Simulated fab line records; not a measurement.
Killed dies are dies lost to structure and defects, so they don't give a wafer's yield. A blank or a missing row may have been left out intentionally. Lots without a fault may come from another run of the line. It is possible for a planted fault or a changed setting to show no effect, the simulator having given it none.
Comparing a struck lot with a sound one ; flow n5Finfet ; 36 steps out of a route of 1938
Sound: these wafers, L821.4, L821.5, L821.6. Struck: wafers L803.1, L803.2, L803.4. Last of all comes the cause.
At each step with rows: each side's tool, then ch and its chambers, then its first start. Under that, the readings that differ: sound wafers ; struck wafers ; difference of the means ; sigmas: that difference in standard deviations of wafers without a fault.
alike: readings with means less than 2 such deviations apart, plus words and numbers identical on both sides. not compared: withheld readings, readings lacking a value on some wafer, bounds such as >300 that could conceal the same value, and numbers that have no deviation in the record and whose values overlap.
A row with sigmas, a row that says differs or no value, or rows on one side alone: a step with any of these is where the two part. Non-overlapping numbers with no deviation appear without sigmas and do not part them. A reading missing from all wafers of one side parts the sides only when that side holds two or more wafers.

first, 9 steps without rows for these wafers: N5_BEOL_M4_ANNEAL_95 (time 240 s); N5_BEOL_M4_SPUTTER_96 (material Cu, target thk 4.5 nm, time 8.29 s); N5_BEOL_M4_ECD_50 (material Cu, target thk 300 nm); N5_BEOL_M4_ANNEAL_51 (time 90 s); N5_BEOL_M4_CMP_52 (polishes, stops on SiOC, t overpolish 6.8 s, target thk 40 nm); N5_BEOL_M4_PRE_CLEAN_60 (time 15 s); N5_BEOL_M4_CO_CAP_55 (material Co, precursor CCTBA/H2, target thk 2 nm, time 102.1 s); N5_BEOL_M4_PRE_CLEAN_56 (time 15 s); N5_BEOL_M4_DEP_57 (deposits SiCN from 3MS/NH3, target thk 8 nm, time 14 s).
N5_BEOL_M4_RC_MEAS_101:
  sound on prober-01 ch 0, day 12 22:50; struck on prober-02 ch 0, day 9 01:22
  alike: DIBL_N, DIBL_P, IOFF_N, IOFF_P, ION_N, ION_P, SS_N, SS_P, VT_N, VT_P
then, 24 steps without rows for these wafers: N5_BEOL_M5_ILD_DEP_00 (deposits SiCOH lowk from DEMS/porogen, target thk 140.64 nm, time 25.9 s); N5_BEOL_M5_CURE_79 (cures SiCOH lowk, time 240 s); N5_BEOL_M5_PECVD_70 (deposits SiO2 from TEOS/O2, target thk 16 nm, time 18 s); N5_BEOL_M5_HM_DEP_02 (deposits TiN, target thk 20 nm); N5_BEOL_M5_COAT_59 (time 60 s, resist thk 60 nm); N5_BEOL_M5_COAT_60 (time 60 s, resist thk 12 nm); N5_BEOL_M5_COAT_71 (time 60 s, resist thk 5 nm); N5_BEOL_M5_COAT_05 (resist thk 30 nm); N5_BEOL_M5_EBR_07; N5_BEOL_M5_SOFTBAKE_06 (time 60 s); N5_BEOL_M5_EXPOSE_08 (exposes mask M5, target cd 28 nm); N5_BEOL_M5_PEB_09 (peb time 60 s); N5_BEOL_M5_DEVELOP_10 (develop time 30 s); N5_BEOL_M5_DESCUM_16 (chemistry O2, time 7 s); N5_BEOL_M5_ETCH_72 (etches underlayer in N2/H2, target depth 6.5 nm, time 5.2 s); N5_BEOL_M5_ETCH_61 (etches SiARC in CF4, target depth 15.6 nm, time 26 s); N5_BEOL_M5_ETCH_62 (etches SOC in N2/H2, target depth 75 nm, overetch 15 nm, time 112.5 s); N5_BEOL_M5_STRIP_63 (strips in N2/H2); N5_BEOL_M5_STRIP_73 (strips in N2/H2); N5_BEOL_M5_STRIP_64 (strips in CF4); N5_BEOL_M5_HM_OPEN_17 (chemistry Cl2/BCl3, target TiN, target depth 20 nm, overetch 6 nm); N5_BEOL_M5_STRIP_19 (strips in O2); N5_BEOL_M5_COAT_65 (time 60 s, resist thk 60 nm); N5_BEOL_M5_COAT_66 (time 60 s, resist thk 12 nm).
-- record jumps: 3 days separate the struck wafers' starts on either side; left off in module BEOL_M5, taken up again in module BEOL_M14, whose first shown step is the route's number 1770 --
N5_BEOL_M14_DEP_53: deposits SiCN from 3MS/NH3, target thk 50 nm, time 17.8 s.
  sound on pecvd-03 ch 0,1,2, day 15 22:30; struck on pecvd-03 ch 1,2, day 12 06:15
  no value came back on the struck wafers for chamberPressureTorr (Torr), rfFwdPowerW (W), showerheadPlenumPTorr (Torr), throttleValvePct (%); on the sound wafers chamberPressureTorr (Torr) reads 3.005 2.996 2.988
N5_PASSIVATION_PROBE_49:
  rows exist in the record for the struck wafers here (prober-01, day 13 01:22), but not for the sound ones

WHERE THEY PART
At N5_BEOL_M14_DEP_53 first; at N5_PASSIVATION_PROBE_49 last (within this record only).

WHY: what had been put in by the simulator
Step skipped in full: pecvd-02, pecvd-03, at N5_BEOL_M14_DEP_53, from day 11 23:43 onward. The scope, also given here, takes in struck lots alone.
